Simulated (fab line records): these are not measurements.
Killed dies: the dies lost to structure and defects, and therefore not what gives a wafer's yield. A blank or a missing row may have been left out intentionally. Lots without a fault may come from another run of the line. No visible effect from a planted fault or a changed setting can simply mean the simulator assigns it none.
Chamber matching ; flow n5Finfet ; N5_SPACER0_ALD_00 on aldSin-03 has 4 sister chambers
The step deposits SiOCN, target thk 3.5 nm, pulse time 3 s, purge time 2 s. 4 wafers are shown with their chamber, then 7 later ones without.

== WAFERS PAIRED WITH THEIR CHAMBERS ==
wafer;chamber;heaterPowerW (W)
L093.2;1;749
L093.3;0;842
L093.4;3;953
L093.5;2;935

== WAFERS WITH NO CHAMBER GIVEN ==
wafer;heaterPowerW (W)
L093.6;994
L096.1;908
L096.4;749
L096.6;909
L097.3;849
L097.4;968
L097.6;855

== THE CHAMBER EACH PASSED THROUGH ==
wafer;from the rows above;in truth
L093.6;can't be placed: 3 or 2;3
L096.1;can't be placed: 2 or 3 or 0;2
L096.4;1;1
L096.6;can't be placed: 2 or 3 or 0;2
L097.3;0;0
L097.4;can't be placed: 3 or 2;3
L097.6;0;0
Correct placement for 3 of the 7. These rows do not allow placing 4 (true chamber among the candidates in 4). 0 placed wrongly.
How it was worked out, from the rows above alone: a wafer's distance from a chamber is the root of the sum, over the readings, of the square of ((its reading less the chamber's mean) divided by the reading's scatter). If the next closest chamber is less than 2 further off than the closest, the wafer can't be placed; otherwise it belongs to the closest. The mean given for a chamber averages the wafers shown for that chamber. The scatter (one wafer shown for each chamber): square how far every hidden wafer sits from the nearest shown wafer, average those squares and take the square root.
